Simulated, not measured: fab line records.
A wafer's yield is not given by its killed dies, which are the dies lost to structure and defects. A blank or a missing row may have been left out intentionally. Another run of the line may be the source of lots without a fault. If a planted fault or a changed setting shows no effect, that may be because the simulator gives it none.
fab line records	flow n5-finfet
[record] lots = 10	wafers = 30	last-day = 20
route steps=1938 shown DUMMY_GATE@235 SPACER0@259 BEOL_M4@1111 PASSIVATION@1936
lots with no fault: from the same line, run without faults
start-h: hours from the record's first day to the start of the lot's first wafer shown	wait-h: hours since the lot's step before	" identical to the entry in the row above	L1.1+2: one row covering several wafers at once	- either no value or no given start	* or withheld: withheld	< > ~ a bound
route shown NAME@n: a module of which the file shows steps, and the number in the route of the first	usual: mean and standard deviation over wafers with no fault	same: alike in all rows	chamber/n: place in a boat	sites: each site's reading	_std_site: standard deviation of those values	_edge_site: the outer-site mean with the inner-site mean subtracted	radius-mm: for every site, how far away it sits from the centre of the wafer	mask NAME#n: copy n	behind: the tool/chamber that last shaped the wafer	hold: the reason the lot was held/the length of the hold in hours/how it ended	device: which transistor (n, p or np) failed to switch	end of line: tests run on the same wafers once the route is complete	where a step has no rows: the recipe by itself	killed: at the first sort, the dies lost to defects and structure; wafer yield is something else	map: shows each die of a wafer: x if killed, . if not, _ if none is there
set.NAME: the run value of the setting; set.NAME@STEP: its run value at that earlier step	model.NAME: the simulator's own value behind a step, which no gauge read
steps of the route over a sample of lots; a table a step, a row a wafer
services: from which hour (start-h, from the record's first day; less than 0 if before it) a tool's chamber was out of use, for how many hours, and why
[[steps]]
[step N5_DUMMY_GATE_ETCH_29]
[recipe] chemistry = N2/H2	target = underlayer	target-depth-a = 130	ion-energy-ev = 200	pressure-mtorr = 30	source-w = 840	bias-w = 150	n2-flow-sccm = 200	h2-flow-sccm = 200
[usual] drypump-motor-current-A = 5.7/0.5	oes-product-au = 0.81/0.068	rf-vpp-V = 524.6/2.4	showerhead-plenum-p-Torr = 2.57/0.08	throttle-valve-pct = 17.67/0.19
lot.wafer	tool	chamber	start-h	wait-h	drypump-motor-current-A	oes-product-au	rf-hours-counter-h	rf-vpp-V	showerhead-plenum-p-Torr	throttle-valve-pct
L239.1	rie-diel-05	2	46.76	0.0	5.3	0.66	248	522.2	2.50	18.06
L239.4	"	1	"	"	6.0	0.80	-	522.8	2.55	17.40
L239.6	"	3	"	"	5.8	0.79	-	528.3	2.68	17.49
L240.1	rie-diel-02	0	51.68	0.1	5.8	0.85	65	524.6	2.58	17.36
L240.4	"	0	"	"	5.8	0.84	-	525.2	2.57	17.37
L240.5	"	2	"	"	6.1	0.90	-	524.1	2.60	17.80
L243.1	rie-diel-02	0	69.45	0.0	5.7	0.83	72	524.6	2.57	17.37
L243.4	"	1	"	"	6.4	0.98	0	530.0	2.72	17.77
L243.6	"	1	"	"	6.4	0.97	-	528.7	2.72	17.75
L246.1	rie-diel-02	3	88.51	0.0	4.7	0.87	42	522.2	2.48	17.56
L246.4	"	1	"	"	6.4	0.95	4	529.0	2.72	17.76
L246.5	"	1	"	"	6.4	0.95	-	527.0	2.72	17.76
L250.3	rie-diel-05	1	122.25	0.0	6.0	0.77	136	523.3	2.54	17.45
L250.4	"	3	"	"	5.8	0.77	126	526.1	2.67	17.55
L250.5	"	1	"	"	6.0	0.77	-	523.9	2.54	17.45
L254.3	rie-diel-06	1	139.06	0.0	5.2	0.83	79	520.7	2.47	17.77
L254.4	"	0	"	"	6.2	0.71	-	524.1	2.53	17.83
L254.6	"	1	"	"	5.2	0.82	-	521.4	2.47	17.76
L255.1	rie-diel-02	1	143.63	0.0	6.4	0.91	18	528.8	2.71	17.78
L255.5	"	3	"	"	4.7	0.85	-	523.2	2.48	17.57
L255.6	"	2	"	"	6.1	0.85	-	525.0	2.58	17.87
L260.1	rie-diel-05	2	172.63	0.0	5.3	0.92	24	521.7	2.49	17.71
L260.3	"	0	"	"	5.0	0.76	155	527.3	2.66	17.67
L260.6	"	0	"	"	5.1	0.77	-	527.0	2.66	17.68
L261.2	rie-diel-02	0	181.71	0.0	5.8	0.79	97	524.1	2.56	17.41
L261.4	"	1	"	"	6.4	0.89	-	528.8	2.70	17.81
L261.6	"	0	"	"	5.8	0.80	-	524.5	2.56	17.41
L262.1	rie-diel-06	3	186.76	0.0	5.8	0.80	105	521.2	2.46	17.99
L262.2	"	0	"	"	6.2	0.71	225	523.2	2.52	17.87
L262.5	"	3	"	"	5.8	0.80	-	520.7	2.46	18.00
[step N5_DUMMY_GATE_ETCH_31]
[recipe] chemistry = C4F6/O2	target = SiO2	mask-material = SOC	target-depth-a = 825	time-s = 27.5	ion-energy-ev = 250	pressure-mtorr = 30	source-w = 345	bias-w = 185	Ar_flow_sccm = 300	C4F6_flow_sccm = 10	O2_flow_sccm = 10
[usual] C4F6_flow_sccm = 10.00/0.03	drypump-motor-current-A = 5.7/0.5	oes_o_777_au = 0.81/0.061	oes-product-au = 0.81/0.071	rf-vpp-V = 668/6.8	showerhead-plenum-p-Torr = 2.88/0.085	throttle-valve-pct = 20.95/0.18
lot.wafer	tool	chamber	start-h	wait-h	C4F6_flow_sccm	drypump-motor-current-A	oes_o_777_au	oes-product-au	rf-hours-counter-h	rf-vpp-V	showerhead-plenum-p-Torr	throttle-valve-pct
L239.1	rie-diel-05	2	47.12	0.0	10.01	5.3	0.65	0.67	249	668	2.80	21.28
L239.4	"	3	"	"	9.97	5.8	0.80	0.79	-	671	2.98	20.73
L239.6	"	1	"	"	9.99	6.0	0.80	0.79	-	657	2.86	20.80
L240.1	rie-diel-05	1	52.11	0.0	9.97	6.0	0.80	0.78	113	657	2.86	20.79
L240.4	"	1	"	"	10.00	6.0	0.80	0.78	-	657	2.86	20.77
L240.5	"	2	"	"	10.04	5.3	0.66	0.65	-	668	2.80	21.26
L243.1	rie-diel-05	1	69.80	0.0	10.06	6.0	0.79	0.78	120	658	2.85	20.80
L243.4	"	3	"	"	10.02	5.8	0.79	0.79	-	671	2.97	20.70
L243.6	"	0	"	"	10.03	5.0	0.79	0.79	-	669	2.97	20.90
L246.1	rie-diel-05	3	88.86	0.0	10.00	5.8	0.78	0.77	118	671	2.97	20.74
L246.4	"	1	"	"	10.01	6.0	0.78	0.77	126	657	2.85	20.82
L246.5	"	0	"	"	10.03	5.0	0.78	0.78	-	669	2.97	20.92
L250.3	rie-diel-05	0	122.62	0.0	9.98	5.1	0.78	0.77	146	671	2.96	20.94
L250.4	"	1	"	"	9.99	6.0	0.78	0.77	136	656	2.85	20.83
L250.5	"	0	"	"	9.99	5.1	0.78	0.78	-	672	2.96	20.95
L254.3	rie-diel-02	1	139.50	0.0	9.99	6.4	0.90	0.91	17	670	3.04	21.11
L254.4	"	3	"	"	10.04	4.7	0.83	0.85	-	669	2.76	20.79
L254.6	"	1	"	"	9.98	6.4	0.90	0.91	-	668	3.04	21.11
L255.1	rie-diel-05	3	143.99	0.0	10.02	5.8	0.77	0.77	133	671	2.96	20.76
L255.5	"	1	"	"	9.99	6.0	0.76	0.76	-	657	2.84	20.81
L255.6	"	3	"	"	10.00	5.8	0.77	0.77	-	670	2.96	20.75
L260.1	rie-diel-02	1	173.02	0.0	10.06	6.4	0.89	0.89	25	670	3.03	21.13
L260.3	"	0	"	"	10.05	5.7	0.81	0.81	92	672	2.89	20.82
L260.6	"	1	"	"	10.01	6.4	0.88	0.89	-	669	3.03	21.10
L261.2	rie-diel-05	0	182.11	0.0	10.07	5.0	0.77	0.75	159	669	2.96	20.95
L261.4	"	2	"	"	10.04	5.3	0.90	0.93	27	669	2.79	20.98
L261.6	"	2	"	"	9.99	5.3	0.89	0.91	-	668	2.79	21.00
L262.1	rie-diel-02	2	187.12	0.0	9.99	6.1	0.81	0.83	65	682	2.89	21.24
L262.2	"	1	"	"	10.00	6.4	0.88	0.88	32	670	3.03	21.13
L262.5	"	2	"	"	9.99	6.1	0.81	0.84	-	681	2.89	21.25
[step N5_DUMMY_GATE_ETCH_32]
[recipe] chemistry = CF4	target = SiO2	target-depth-a = 35	time-s = 3.9	ion-energy-ev = 350	pressure-mtorr = 10	icp-w = 800	bias-w = 400	cf4-flow-sccm = 80
[usual] drypump-motor-current-A = 5.7/0.45	oes-product-au = 0.995/0.018	throttle-valve-pct = 21.79/0.14
lot.wafer	tool	chamber	start-h	wait-h	drypump-motor-current-A	oes-product-au	rf-hours-counter-h	throttle-valve-pct
L239.1	rie-si-01	0	47.36	0.1	5.2	1.000	122	21.86
L239.4	"	3	"	"	5.1	1.035	200	21.73
L239.6	"	2	"	"	5.3	0.994	-	21.82
L240.1	rie-si-02	2	52.35	0.1	5.3	1.005	184	21.63
L240.4	"	0	"	"	6.3	1.006	10	21.61
L240.5	"	1	"	"	6.1	0.995	-	21.89
L243.1	rie-si-02	3	70.05	0.1	6.0	0.971	38	21.78
L243.4	"	2	"	"	5.3	1.012	185	21.62
L243.6	"	1	"	"	6.2	1.000	-	21.89
L246.1	rie-si-01	0	89.11	0.1	5.2	0.994	122	21.88
L246.4	"	2	"	"	5.3	1.011	-	21.81
L246.5	"	0	"	"	5.2	1.004	-	21.89
L250.3	rie-si-02	3	122.87	0.1	6.0	0.966	39	21.79
L250.4	"	0	"	"	6.4	0.997	11	21.60
L250.5	"	2	"	"	5.3	1.002	-	21.64
L254.3	rie-si-02	2	139.74	0.1	5.3	0.998	186	21.66
L254.4	"	1	"	"	6.2	1.000	7	21.89
L254.6	"	1	"	"	6.1	0.999	-	21.89
L255.1	rie-si-06	3	144.23	0.1	5.4	0.997	72	21.70
L255.5	"	1	"	"	6.2	0.986	-	22.02
L255.6	"	0	"	"	5.9	0.992	-	21.76
L260.1	rie-si-06	0	173.26	0.1	6.0	0.995	188	21.75
L260.3	"	2	"	"	5.2	0.974	53	22.17
L260.6	"	1	"	"	6.2	0.984	-	22.00
L261.2	rie-si-02	3	182.36	0.1	6.0	0.974	40	21.82
L261.4	"	0	"	"	6.3	1.006	12	21.62
L261.6	"	3	"	"	6.0	0.969	-	21.80
L262.1	rie-si-06	1	187.37	0.1	6.2	0.987	164	22.01
L262.2	"	0	"	"	5.9	1.005	188	21.77
L262.5	"	0	"	"	5.9	1.000	-	21.73
[step N5_SPACER0_ALD_00]
[recipe] material = SiOCN	target-thk-a = 35	temp-c = 400	ald-precursor-family = alkyl-aminosilane	ald-co-reactant = O2/N2-plasma	pulse-time-s = 3	purge-time-s = 2	co-reactant-purge-time-s = 2	ald-cycles = 58	pressure-torr = 2
[usual] ald-cycles = 58/0	chamber-pressure-Torr = 2.000/0.0044	heater-power-w = 827/69	precursor-pulse-height-rel = 0.998/0.021
lot.wafer	tool	chamber	start-h	wait-h	ald-cycles	chamber-pressure-Torr	heater-power-w	precursor-pulse-height-rel	since-wet-clean-h
L239.1	ald-sin-04	0	49.63	0.1	58	1.997	707	1.023	41
L239.4	"	3	"	"	58	2.006	925	0.976	41
L239.6	"	2	"	"	58	2.004	840	0.996	-
L240.1	ald-sin-04	1	53.66	0.1	58	2.006	889	0.971	45
L240.4	"	2	"	"	58	2.003	839	1.031	45
L240.5	"	3	"	"	58	2.005	912	1.017	-
L243.1	ald-sin-04	0	70.72	0.1	58	2.002	708	0.983	63
L243.4	"	2	"	"	58	2.000	859	0.978	63
L243.6	"	2	"	"	58	2.000	868	1.022	-
L246.1	ald-sin-02	1	90.10	0.1	58	2.001	838	0.966	278
L246.4	"	2	"	"	58	1.999	804	1.035	278
L246.5	"	3	"	"	58	1.992	808	1.007	-
L250.3	ald-sin-04	2	123.60	0.1	58	1.998	865	1.007	115
L250.4	"	1	"	"	58	2.009	905	1.019	115
L250.5	"	3	"	"	58	1.998	917	1.032	-
L254.3	ald-sin-04	2	140.42	0.1	-	-	-	-	-
L254.4	"	1	"	"	-	-	-	-	-
L254.6	"	3	"	"	-	-	-	-	-
L255.1	ald-sin-04	0	144.91	0.1	-	-	-	-	-
L255.5	"	0	"	"	-	-	-	-	-
L255.6	"	3	"	"	-	-	-	-	-
L260.1	ald-sin-02	3	174.40	0.1	58	2.001	835	0.964	362
L260.3	"	2	"	"	58	1.995	803	1.009	362
L260.6	"	3	"	"	58	2.001	830	0.985	-
L261.2	ald-sin-03	1	183.03	0.1	58	2.007	773	1.027	83
L261.4	"	3	"	"	58	1.991	780	0.998	83
L261.6	"	0	"	"	58	1.996	825	0.974	-
L262.1	ald-sin-04	0	189.34	0.1	58	2.004	702	1.001	181
L262.2	"	2	"	"	58	1.999	871	1.009	181
L262.5	"	2	"	"	58	1.992	870	1.004	-
[step N5_BEOL_M4_RC_MEAS_101]
[usual] DIBL_N = 36.6/1.1	DIBL_P = 36.8/1.6	IOFF_N = 0.169/0.024	IOFF_P = 0.206/0.028	ION_N = 679/9.2	ION_P = 462/7	SS_N = 71.6/0.57	SS_P = 73.3/0.57	VT_N = 248.8/2.4	VT_P = -251/3
lot.wafer	tool	chamber	start-h	wait-h	DIBL_N[mV/V]	DIBL_P[mV/V]	IOFF_N[nA/um]	IOFF_P[nA/um]	ION_N[uA/um]	ION_P[uA/um]	SS_N[mV/dec]	SS_P[mV/dec]	VT_N[mV]	VT_P[mV]
L239.1	prober-02	0	193.26	0.0	36.5	36.2	0.161	0.177	674	462	70.6	73.1	248.3	-256
L239.4	"	0	"	"	36.5	36.3	0.161	0.175	688	460	71.0	73.1	249.3	-255
L239.6	"	0	"	"	34.9	33.7	0.131	0.148	659	453	70.3	72.7	254.6	-258
L240.1	prober-01	0	201.25	0.0	36.0	36.4	0.155	0.200	667	450	71.4	73.4	250.5	-254
L240.4	"	0	"	"	36.7	37.5	0.184	0.223	683	461	72.0	72.9	245.8	-250
L240.5	"	0	"	"	35.0	34.9	0.150	0.181	666	451	70.9	73.3	249.7	-256
L243.1	prober-02	0	229.51	0.0	36.5	39.0	0.202	0.228	691	468	72.6	74.4	246.6	-251
L243.4	"	0	"	"	36.4	39.1	0.185	0.222	682	463	72.5	73.7	250.5	-251
L243.6	"	0	"	"	37.8	39.4	0.219	0.236	681	461	72.2	74.2	246.0	-254
L246.1	prober-01	0	229.78	0.0	35.9	35.2	0.157	0.194	667	455	71.5	74.3	252.4	-250
L246.4	"	0	"	"	34.6	34.0	0.146	0.183	668	458	71.5	73.1	249.2	-252
L246.5	"	0	"	"	35.4	35.5	0.165	0.200	667	457	72.4	73.9	248.4	-252
L250.3	prober-01	0	264.19	0.3	36.8	36.2	0.164	0.212	688	469	71.3	73.0	247.4	-251
L250.4	"	0	"	"	38.2	37.8	0.193	0.240	694	473	71.7	74.0	246.7	-249
L250.5	"	0	"	"	36.5	35.4	0.152	0.204	671	458	71.6	73.1	248.8	-250
L260.1	prober-02	0	339.08	0.0	35.1	35.8	0.150	0.162	672	450	71.7	73.1	249.1	-257
L260.3	"	0	"	"	35.8	37.0	0.165	0.175	675	447	71.1	73.6	247.9	-255
L260.6	"	0	"	"	36.7	37.9	0.179	0.186	685	456	71.0	74.1	247.0	-256
L261.2	prober-02	0	345.26	0.2	36.8	37.4	0.157	0.196	682	465	71.2	73.6	246.8	-251
L261.4	"	0	"	"	36.5	37.5	0.155	0.204	679	466	71.1	73.1	249.0	-252
L261.6	"	0	"	"	36.8	36.6	0.149	0.186	683	461	71.4	73.7	248.1	-251
L262.1	prober-02	0	349.03	0.0	35.9	36.9	0.140	0.171	673	455	70.7	72.8	255.4	-252
L262.2	"	0	"	"	36.3	37.3	0.143	0.179	675	460	71.4	72.9	252.2	-253
L262.5	"	0	"	"	37.0	38.6	0.157	0.190	675	461	71.6	72.7	250.8	-252
[step N5_PASSIVATION_PROBE_49]
[usual] defect-limited-yield = 91.1/1.5	killed_at_M0_to_M3 = 36/11	killed_at_M4_up = 14/5.6	killed-at-contacts = 11/5.6	killed-at-front-end = 40/12	killed-at-other = 4/3.2	killed-dies = 105/17	killed-open = 69/12	killed-short = 34/8.4	sort_bin_5_function = 5.2/0.95	sort_bin_6_memory = 3.3/0.63	sort-n-pass = 1075/17	sort-yield-pct = 91.1/1.5
[same] gross-dies = 1180	killed-at-back-side = 0	sort_bin_4_leakage[%] = 0	sort_bin_8_speed[%] = 0
lot.wafer	tool	chamber	start-h	wait-h	defect-limited-yield[%]	killed_at_M0_to_M3	killed_at_M4_up	killed-at-contacts	killed-at-front-end	killed-at-other	killed-dies	killed-open	killed-short	sort_bin_5_function[%]	sort_bin_6_memory[%]	sort-n-pass	sort-yield-pct[%]
L239.1	prober-01	-	310.81	0.0	89.7	55	21	1	43	2	122	92	30	5.9	4.2	1058	89.7
L239.4	prober-01	-	310.96	0.2	93.3	27	10	6	34	2	79	61	18	4.0	2.6	1101	93.3
L239.6	prober-01	-	311.06	0.3	91.4	37	9	15	38	3	102	65	37	4.8	3.5	1078	91.4
L240.1	prober-01	-	324.07	0.0	87.8	54	17	28	40	5	144	99	41	7.6	4.0	1036	87.8
L240.4	prober-01	-	324.22	0.2	88.5	41	33	24	35	3	136	83	50	6.0	5.0	1044	88.5
L240.5	prober-01	-	324.27	0.2	89.3	44	21	6	52	3	126	78	44	6.5	3.3	1054	89.3
L243.1	prober-01	-	339.11	0.0	93.5	21	6	10	39	1	77	46	31	4.3	1.9	1103	93.5
L243.4	prober-01	-	339.26	0.2	92.2	32	9	2	47	2	92	53	39	4.2	3.1	1088	92.2
L243.6	prober-01	-	339.36	0.3	93.2	22	9	6	38	5	80	60	20	4.0	2.6	1100	93.2
L246.1	prober-01	-	343.21	0.0	89.2	51	14	12	44	7	128	77	50	6.1	4.3	1052	89.2
L246.4	prober-01	-	343.36	0.2	91.4	49	8	10	29	6	102	64	37	5.5	2.9	1078	91.4
L246.5	prober-01	-	343.41	0.2	91.2	33	14	11	41	5	104	67	37	4.9	3.6	1076	91.2
L250.3	prober-01	-	383.49	0.1	89.0	60	11	8	47	4	130	95	31	6.0	4.1	1050	89.0
L250.4	prober-01	-	383.54	0.2	91.4	34	6	19	37	6	102	71	31	5.4	2.9	1078	91.4
L250.5	prober-01	-	383.59	0.2	91.3	48	8	8	35	4	103	71	31	6.0	2.6	1077	91.3
L260.1	prober-02	-	443.28	0.0	92.2	27	21	20	23	1	92	74	18	5.1	2.7	1088	92.2
L260.3	prober-02	-	443.38	0.1	92.9	28	6	15	34	1	84	56	27	3.6	3.1	1096	92.9
L260.6	prober-02	-	443.53	0.3	87.9	43	22	20	49	9	143	97	46	7.5	4.3	1037	87.9
L261.2	prober-01	-	443.33	0.1	90.6	38	15	13	44	1	111	68	42	5.2	3.9	1069	90.6
L261.4	prober-01	-	443.43	0.2	88.1	41	11	30	56	2	140	90	47	6.8	4.8	1040	88.1
L261.6	prober-01	-	443.53	0.3	89.7	48	11	5	58	0	122	82	34	5.8	3.6	1058	89.7
L262.1	prober-01	-	468.48	0.0	91.4	35	10	5	50	2	102	64	38	5.3	3.3	1078	91.4
L262.2	prober-01	-	468.53	0.1	91.9	42	15	10	18	10	95	69	26	4.3	3.6	1085	91.9
L262.5	prober-01	-	468.68	0.2	90.8	62	16	6	22	3	109	66	37	4.2	4.2	1071	90.8
// killed by level:class
L239.1 BEOL_M2:geometric-particle:open=22 STI_FIN_REVEAL:geometric-particle:open=18 BEOL_M3:geometric-particle:open=10 BEOL_M0_SAQP:geometric-particle:open=7 BEOL_M5:geometric-particle:open=6 BEOL_M4:geometric-particle:open=6 STARTING-WAFER:geometric-particle:short=5 BEOL_M2:geometric-particle:short=4
L239.4 FIN_SAQP:geometric-particle:open=13 BEOL_M3:geometric-particle:open=9 STI_FIN_REVEAL:geometric-particle:open=6 BEOL_M2:geometric-particle:open=6 BEOL_M0_SAQP:geometric-particle:short=6 FIN_SAQP:geometric-particle:short=5 BEOL_M0_SAQP:geometric-particle:open=5 BEOL_M4:geometric-particle:open=5
L239.6 MOL_CONTACT_COAG:geometric-particle:open=13 BEOL_M2:geometric-particle:open=12 FIN_SAQP:geometric-particle:short=8 BEOL_M0:geometric-particle:open=6 STI_FIN_REVEAL:geometric-particle:open=5 GATE_CUT:geometric-particle:short=5 BEOL_M3:geometric-particle:open=5 DUMMY_GATE:geometric-particle:open=4
L240.1 MOL_CONTACT_COAG:geometric-particle:open=23 BEOL_M2:geometric-particle:open=17 DUMMY_GATE:geometric-particle:open=10 BEOL_M0_SAQP:geometric-particle:open=10 BEOL_M0_SAQP:geometric-particle:short=8 STI_FIN_REVEAL:geometric-particle:open=7 BEOL_M4:geometric-particle:open=7 FIN_SAQP:geometric-particle:open=6
L240.4 BEOL_M4:geometric-particle:open=17 MOL_CONTACT_COAG:geometric-particle:open=15 BEOL_M0_SAQP:geometric-particle:short=10 MOL_CONTACT_COAG:geometric-particle:short=9 FIN_SAQP:geometric-particle:open=8 BEOL_M3:geometric-particle:open=8 FIN_SAQP:geometric-particle:short=6 DUMMY_GATE:geometric-particle:open=6
L240.5 BEOL_M2:geometric-particle:open=10 STI_FIN_REVEAL:geometric-particle:open=9 BEOL_M1:geometric-particle:open=9 FIN_SAQP:geometric-particle:open=8 BEOL_M0_SAQP:geometric-particle:short=7 BEOL_M0_SAQP:geometric-particle:open=7 BEOL_M4:geometric-particle:open=6 FIN_SAQP:geometric-particle:short=5
L243.1 FIN_SAQP:geometric-particle:short=14 BEOL_M2:geometric-particle:open=11 MOL_CONTACT_COAG:geometric-particle:open=10 GATE_CUT:geometric-particle:short=7 FIN_SAQP:geometric-particle:open=5 BEOL_M0_SAQP:geometric-particle:short=4 STARTING-WAFER:geometric-particle:open=4 STI_FIN_REVEAL:geometric-particle:open=3
L243.4 BEOL_M2:geometric-particle:open=14 FIN_SAQP:geometric-particle:open=10 FIN_SAQP:geometric-particle:short=10 STI_FIN_REVEAL:geometric-particle:open=6 BEOL_M2:geometric-particle:short=5 DUMMY_GATE:geometric-particle:open=4 GATE_CUT:geometric-particle:short=4 STARTING-WAFER:geometric-particle:short=4
L243.6 BEOL_M2:geometric-particle:open=8 FIN_SAQP:geometric-particle:open=7 STI_FIN_REVEAL:geometric-particle:open=7 GATE_CUT:geometric-particle:short=7 MOL_CONTACT_COAG:geometric-particle:open=6 BEOL_M1:geometric-particle:open=6 FIN_SAQP:geometric-particle:short=3 DUMMY_GATE:geometric-particle:open=3
L246.1 BEOL_M0_SAQP:geometric-particle:short=16 BEOL_M3:geometric-particle:open=11 STI_FIN_REVEAL:geometric-particle:open=10 MOL_CONTACT_COAG:geometric-particle:open=9 BEOL_M0_SAQP:geometric-particle:open=8 FIN_SAQP:geometric-particle:open=7 BEOL_M3:geometric-particle:short=7 BEOL_M2:geometric-particle:open=5
L246.4 BEOL_M1:geometric-particle:open=14 MOL_CONTACT_COAG:geometric-particle:open=8 BEOL_M2:geometric-particle:open=7 BEOL_M0_SAQP:geometric-particle:open=7 BEOL_M0_SAQP:geometric-particle:short=7 FIN_SAQP:geometric-particle:open=6 STI_FIN_REVEAL:geometric-particle:open=6 BEOL_M1:geometric-particle:short=5
L246.5 BEOL_M1:geometric-particle:open=9 STI_FIN_REVEAL:geometric-particle:open=9 BEOL_M0_SAQP:geometric-particle:short=9 DUMMY_GATE:geometric-particle:open=7 MOL_CONTACT_COAG:geometric-particle:open=7 FIN_SAQP:geometric-particle:open=5 BEOL_M6:geometric-particle:open=5 BEOL_M2:geometric-particle:open=5
L250.3 BEOL_M2:geometric-particle:open=14 FIN_SAQP:geometric-particle:open=12 BEOL_M1:geometric-particle:open=10 STI_FIN_REVEAL:geometric-particle:open=9 BEOL_M0_SAQP:geometric-particle:open=9 BEOL_M0:geometric-particle:open=9 MOL_CONTACT_COAG:geometric-particle:open=8 FIN_SAQP:geometric-particle:short=7
L250.4 MOL_CONTACT_COAG:geometric-particle:open=14 STI_FIN_REVEAL:geometric-particle:open=12 FIN_SAQP:geometric-particle:open=8 BEOL_M2:geometric-particle:open=8 BEOL_M0:geometric-particle:open=6 MOL_CONTACT_COAG:geometric-particle:short=5 BEOL_M3:geometric-particle:open=5 BEOL_M1:geometric-particle:open=4
L250.5 FIN_SAQP:geometric-particle:open=10 BEOL_M3:geometric-particle:open=10 BEOL_M0:geometric-particle:open=8 BEOL_M1:geometric-particle:open=7 MOL_CONTACT_COAG:geometric-particle:open=7 BEOL_M2:geometric-particle:open=7 FIN_SAQP:geometric-particle:short=5 BEOL_M0:geometric-particle:short=4
L260.1 MOL_CONTACT_COAG:geometric-particle:open=18 BEOL_M4:geometric-particle:open=17 BEOL_M2:geometric-particle:open=12 DUMMY_GATE:geometric-particle:open=7 FIN_SAQP:geometric-particle:short=6 BEOL_M0:geometric-particle:open=4 FIN_SAQP:geometric-particle:open=3 BEOL_M3:geometric-particle:open=3
L261.2 BEOL_M0_SAQP:geometric-particle:short=17 STI_FIN_REVEAL:geometric-particle:open=14 MOL_CONTACT_COAG:geometric-particle:open=11 BEOL_M4:geometric-particle:open=8 FIN_SAQP:geometric-particle:open=7 BEOL_M2:geometric-particle:open=7 FIN_SAQP:geometric-particle:short=6 STI_FIN_REVEAL:geometric-particle:short=5
L260.3 MOL_CONTACT_COAG:geometric-particle:open=12 BEOL_M2:geometric-particle:open=9 STI_FIN_REVEAL:geometric-particle:open=7 BEOL_M0_SAQP:geometric-particle:open=6 STARTING-WAFER:geometric-particle:short=5 FIN_SAQP:geometric-particle:short=4 DUMMY_GATE:geometric-particle:open=4 FIN_SAQP:geometric-particle:open=3
L261.4 MOL_CONTACT_COAG:geometric-particle:open=27 FIN_SAQP:geometric-particle:short=14 FIN_SAQP:geometric-particle:open=12 STI_FIN_REVEAL:geometric-particle:open=11 BEOL_M0_SAQP:geometric-particle:short=7 BEOL_M1:geometric-particle:open=7 BEOL_M3:geometric-particle:open=6 BEOL_M4:geometric-particle:open=6
L261.6 FIN_SAQP:geometric-particle:open=21 FIN_SAQP:geometric-particle:short=14 BEOL_M0_SAQP:geometric-particle:open=14 BEOL_M0_SAQP:geometric-particle:short=9 STI_FIN_REVEAL:geometric-particle:open=7 BEOL_M1:geometric-particle:open=7 BEOL_M0:geometric-particle:open=6 BEOL_M2:geometric-particle:open=6
L260.6 BEOL_M4:geometric-particle:open=17 MOL_CONTACT_COAG:geometric-particle:open=16 BEOL_M2:geometric-particle:open=13 STI_FIN_REVEAL:geometric-particle:open=11 FIN_SAQP:geometric-particle:short=10 DUMMY_GATE:geometric-particle:open=8 BEOL_M2:geometric-particle:short=8 GATE_CUT:geometric-particle:short=7
L262.1 FIN_SAQP:geometric-particle:open=13 BEOL_M2:geometric-particle:open=10 FIN_SAQP:geometric-particle:short=8 BEOL_M0_SAQP:geometric-particle:short=7 STI_FIN_REVEAL:geometric-particle:open=6 BEOL_M1:geometric-particle:open=6 BEOL_M3:geometric-particle:open=5 GATE_CUT:geometric-particle:short=5
L262.2 BEOL_M2:geometric-particle:open=10 BEOL_M0_SAQP:geometric-particle:open=8 MOL_CONTACT_COAG:geometric-particle:open=7 BEOL_M0_SAQP:geometric-particle:short=7 BEOL_M1:geometric-particle:open=6 BEOL_M3:geometric-particle:open=6 BEOL_M4:geometric-particle:open=6 MIM_TOP_ETCH:geometric-particle:short=4
L262.5 BEOL_M3:geometric-particle:open=14 BEOL_M2:geometric-particle:open=13 BEOL_M0_SAQP:geometric-particle:short=8 BEOL_M0_SAQP:geometric-particle:open=7 BEOL_M1:geometric-particle:open=7 BEOL_M4:geometric-particle:open=7 FIN_SAQP:geometric-particle:open=5 BEOL_M2:geometric-particle:short=5
[[services]]
tool	chamber	start-h	hours	kind
rie-diel-06	-	42.87	0.3	repair
ald-sin-04	-	44.97	2.8	pm
rie-diel-05	0	46.17	9.6	repair
rie-diel-02	3	47.28	15.7	repair
rie-diel-05	2	55.74	-	clean
ald-sin-02	2	74.33	6.8	repair
rie-si-01	-	77.55	2.8	pm
ald-sin-03	-	79.71	2.8	pm
ald-sin-03	-	85.81	14.0	pm
rie-si-01	2	92.82	5.7	repair
rie-diel-02	0	96.26	6.7	repair
rie-diel-02	-	97.17	0.2	repair
ald-sin-02	-	97.52	6.0	pm
ald-sin-03	-	104.73	6.1	pm
rie-diel-02	-	112.60	2.8	pm
rie-si-01	0	118.83	8.0	repair
rie-si-06	1	120.58	5.2	repair
ald-sin-03	1	127.01	11.4	repair
rie-diel-06	2	128.81	12.8	repair
rie-si-06	0	137.74	3.3	repair
rie-diel-06	-	143.51	0.7	repair
rie-si-06	2	151.38	4.6	repair
rie-diel-02	3	173.20	15.3	repair
ald-sin-02	-	177.90	14.0	pm
[[key]]
[first-sign] step = N5_SPACER0_ALD_00	reading = tool-record	direction = missing
effect none on later readings
met-at N5_SPACER0_ALD_00
struck-lots L254,L255
rows-end L254.3,L254.4,L254.6,L255.1,L255.5,L255.6
not-acting-at N5_DUMMY_GATE_ETCH_29,N5_DUMMY_GATE_ETCH_31,N5_DUMMY_GATE_ETCH_32
onset-between 123.60 140.42
[fault] kind = skipped-step-whole	tool = ald-sin-04	chamber = -	onset-h = 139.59	steps = N5_SPACER0_ALD_00	scope = struck-lots-only
// rows-end: these wafers met a further fault down the route, and their rows from its step on are left out
